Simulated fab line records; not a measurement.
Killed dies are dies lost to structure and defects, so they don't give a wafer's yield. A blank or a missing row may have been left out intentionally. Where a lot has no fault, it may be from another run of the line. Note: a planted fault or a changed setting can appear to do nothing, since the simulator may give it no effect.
Which tool did it? :: flow nandHarc :: 7 lots, 20 wafers sampled, at 3 steps of a route of 1302

== WHAT EACH GAUGE READ, for each wafer ==
NHARC_THIN_TSV_CD_MEAS_16.
lot: L519
measured: day 24 11:05
on: cdSem-02
cdNm (nm): 1004.3 1003.7 1006.2

lot: L522
measured: day 25 17:53
on: cdSem-02
cdNm (nm): 1003.8 1001.7 999.4

lot: L526
measured: day 27 18:28
on: cdSem-02
cdNm (nm): 1002.7 1003.2 1002.1

lot: L528
measured: day 28 16:15
on: cdSem-03
cdNm (nm): 1002.9 1002.6 1000.4

lot: L532
measured: day 29 22:49
on: cdSem-01
cdNm (nm): 1002.8 1003.4 1004.8

lot: L537
measured: day 32 14:03
on: cdSem-01
cdNm (nm): 1005.2

lot: L540
measured: day 33 03:50
on: cdSem-01
cdNm (nm): 1001.8 1006.2 1003.9

== WHICH TOOL RAN EACH LOT (tool, then ch and the chambers of the sampled wafers, then the start) ==
lot: L519
NHARC_P_M2_PVD_21: pvdSputter-03, day 7 16:22
NHARC_A_M1_CMP_23: cmp-03 ch 0,2,3, day 23 12:45

lot: L522
NHARC_P_M2_PVD_21: pvdSputter-02, day 8 12:01
NHARC_A_M1_CMP_23: cmp-03 ch 1,2,3, day 24 20:52

lot: L526
NHARC_P_M2_PVD_21: pvdSputter-03, day 10 13:42
NHARC_A_M1_CMP_23: cmp-04 ch 1,3, day 27 00:05

lot: L528
NHARC_P_M2_PVD_21: pvdSputter-02, day 11 05:55
NHARC_A_M1_CMP_23: cmp-04 ch 0,1,3, day 28 01:07

lot: L532
NHARC_P_M2_PVD_21: pvdSputter-01, day 13 01:24
NHARC_A_M1_CMP_23: cmp-03 ch 0,2, day 29 04:25

lot: L537
NHARC_P_M2_PVD_21: pvdSputter-03, day 15 11:20
NHARC_A_M1_CMP_23: cmp-03 ch 2, day 31 14:23

lot: L540
NHARC_P_M2_PVD_21: pvdSputter-02, day 16 01:27
NHARC_A_M1_CMP_23: cmp-02 ch 0,2,3, day 32 09:34
- NHARC_P_M2_PVD_21: deposits Cu, target thk 30 nm, time 20.49 s.
- NHARC_A_M1_CMP_23: polishes, t overpolish 20 s, target thk 154.34 nm.

== THE ANSWER, worked out from the rows above alone ==
Rule: what is usual is taken from the lots themselves. The widest of any qualifying gaps counts: lots, ordered by their means at a reading, are off when they make up no more than a third of the lots, leave a main group of 4 or more, and stand apart from it by 3 or more times the standard deviation of that group's means. A main group is skipped when, at the precision printed for the reading in the tables above, its means are all equal. A lot without any number at a reading at which 4 lots or more have one is off too. The other lots that the step has rows for count as sound.
No lot is off on any of the readings shown, so nothing can be concluded from this.

== WHAT HAD BEEN PUT IN BY THE SIMULATOR ==
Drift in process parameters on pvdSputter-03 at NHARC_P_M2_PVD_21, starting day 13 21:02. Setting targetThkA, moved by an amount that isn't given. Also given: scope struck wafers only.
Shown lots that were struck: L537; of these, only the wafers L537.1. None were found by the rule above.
